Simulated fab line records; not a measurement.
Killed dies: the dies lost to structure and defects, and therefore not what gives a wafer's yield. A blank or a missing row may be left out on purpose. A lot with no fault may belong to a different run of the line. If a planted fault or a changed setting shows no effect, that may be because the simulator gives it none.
A lot that was struck, set against a sound lot    flow nand_harc    20 out of 1302 route steps
Sound: the wafers L794.3, L794.4, L794.5. Struck: wafer L801.5 (L801.1, L801.4, from the same lot, were not struck and are left out); the cause is given at the end.
At each step with rows: each side's tool, then ch and its chambers, then its first start. Under that, the readings that differ: sound wafers    struck wafers    difference of the means    sigmas: that difference in standard deviations of wafers without a fault.
alike: same words and numbers on both sides, and readings whose means sit less than 2 such deviations apart. not compared: any withheld reading, any reading some wafer has no value for, any bound like >300 that may hide the same value, and any number with overlapping values for which the record gives no deviation.
A row with sigmas, a row that says differs or no value, or rows on one side alone: a step with any of these is where the two part. Numbers that don't overlap but have no deviation are shown without sigmas and don't part them. Lack of a reading on every wafer of one side parts them only where that side has two or more wafers.

NHARC_A_ONON_D2_INSPECT_32:
  sound on defect_inspect-01, day 14 03:26; struck on defect_inspect-01, day 16 15:25
  alike: raw_defect_count
NHARC_A_CHANNEL_HOLE_D2_DEP_00: deposits aC, target thk 3100 nm.
  sound on acl_dep-01 ch 0, day 14 05:11; struck on acl_dep-02 ch 0, day 16 17:59
  alike: throttle_valve_pct
NHARC_A_CHANNEL_HOLE_D2_DEP_01: deposits SiON, target thk 140 nm.
  sound on pecvd-03 ch 1,2, day 14 06:39; struck on pecvd-02 ch 0, day 16 19:55
  alike: chamber_pressure_Torr, heater_power_w
then, 9 steps without rows for these wafers: NHARC_A_CHANNEL_HOLE_D2_DEHYDRATE_02 (time 120 s); NHARC_A_CHANNEL_HOLE_D2_HMDS_03 (time 30 s); NHARC_A_CHANNEL_HOLE_D2_COAT_36 (time 75 s); NHARC_A_CHANNEL_HOLE_D2_COAT_37 (time 65 s); NHARC_A_CHANNEL_HOLE_D2_COAT_04 (resist thk 90 nm); NHARC_A_CHANNEL_HOLE_D2_SOFTBAKE_05 (time 55 s); NHARC_A_CHANNEL_HOLE_D2_EBR_06; NHARC_A_CHANNEL_HOLE_D2_EXPOSE_07 (exposes mask HOLE D2, target cd 100 nm); NHARC_A_CHANNEL_HOLE_D2_PEB_08 (peb time 65 s).
NHARC_A_CHANNEL_HOLE_D2_DEVELOP_09: develop time 35 s.
  sound on litho_track-06 ch 0, day 14 07:00; struck on litho_track-01 ch 0, day 16 20:00
NHARC_A_CHANNEL_HOLE_D2_CD_MEAS_10: target cd 100 nm.
  sound on cd_sem-03 ch 0, day 14 07:22; struck on cd_sem-01 ch 0, day 16 20:38
reading     sound              struck  difference  sigmas
cd_nm (nm)  100.5 100.0 100.4  99.0    -1.3        -3
NHARC_A_CHANNEL_HOLE_D2_OVL_MEAS_11:
  sound on overlay-02, day 14 07:27; struck on overlay-01, day 16 20:43
  alike: overlay_x_nm, overlay_y_nm
NHARC_A_CHANNEL_HOLE_D2_INSPECT_12:
  sound on defect_inspect-02, day 14 07:29; struck on defect_inspect-02, day 16 20:46
reading           sound  struck  difference  sigmas
raw_defect_count  2 9 3  65      +60         +3
NHARC_A_CHANNEL_HOLE_D2_DESCUM_15: chemistry O2, time 3 s.
  sound on rie_diel-07 ch 0,1,2, day 14 07:34; struck on rie_diel-07 ch 1, day 16 20:50
reading                             sound              struck  difference  sigmas
model.A_CHANNEL_HOLE_D2.cd_nm (nm)  100.2 99.69 100.1  98.64   -1.36       
  alike: drypump_motor_current_A, oes_product_au, rf_vpp_V, showerhead_plenum_p_Torr, throttle_valve_pct
  not compared: rf_hours_counter_h
NHARC_A_CHANNEL_HOLE_D2_ETCH_38: etches the open film in CF4, target depth 39 nm, time 65 s.
  sound on rie_diel-07 ch 0,1, day 14 07:39; struck on rie_diel-07 ch 3, day 16 20:55
reading                             sound              struck  difference  sigmas
oes_product_au (a.u.)               1.020 1.013 0.997  0.983   -0.027      -2
model.A_CHANNEL_HOLE_D2.cd_nm (nm)  100.2 99.66 100.5  98.45   -1.67       
  alike: drypump_motor_current_A, rf_vpp_V, showerhead_plenum_p_Torr, throttle_valve_pct
  not compared: rf_hours_counter_h
NHARC_A_CHANNEL_HOLE_D2_ETCH_39: etches the open film in N2/H2, target depth 260 nm, time 325 s.
  sound on rie_diel-07 ch 0,1; struck on rie_diel-07 ch 0
  alike: drypump_motor_current_A, oes_product_au, rf_vpp_V, showerhead_plenum_p_Torr, throttle_valve_pct
  not compared: rf_hours_counter_h
after that, 1 step had no rows for these wafers: NHARC_END_SORT_01.

WHERE THEY PART
Earliest at NHARC_A_CHANNEL_HOLE_D2_CD_MEAS_10; latest, in this record, at NHARC_A_CHANNEL_HOLE_D2_ETCH_38. Later steps at which nothing parts them and some readings are alike: NHARC_A_CHANNEL_HOLE_D2_ETCH_39.

WHY: what had been put in by the simulator
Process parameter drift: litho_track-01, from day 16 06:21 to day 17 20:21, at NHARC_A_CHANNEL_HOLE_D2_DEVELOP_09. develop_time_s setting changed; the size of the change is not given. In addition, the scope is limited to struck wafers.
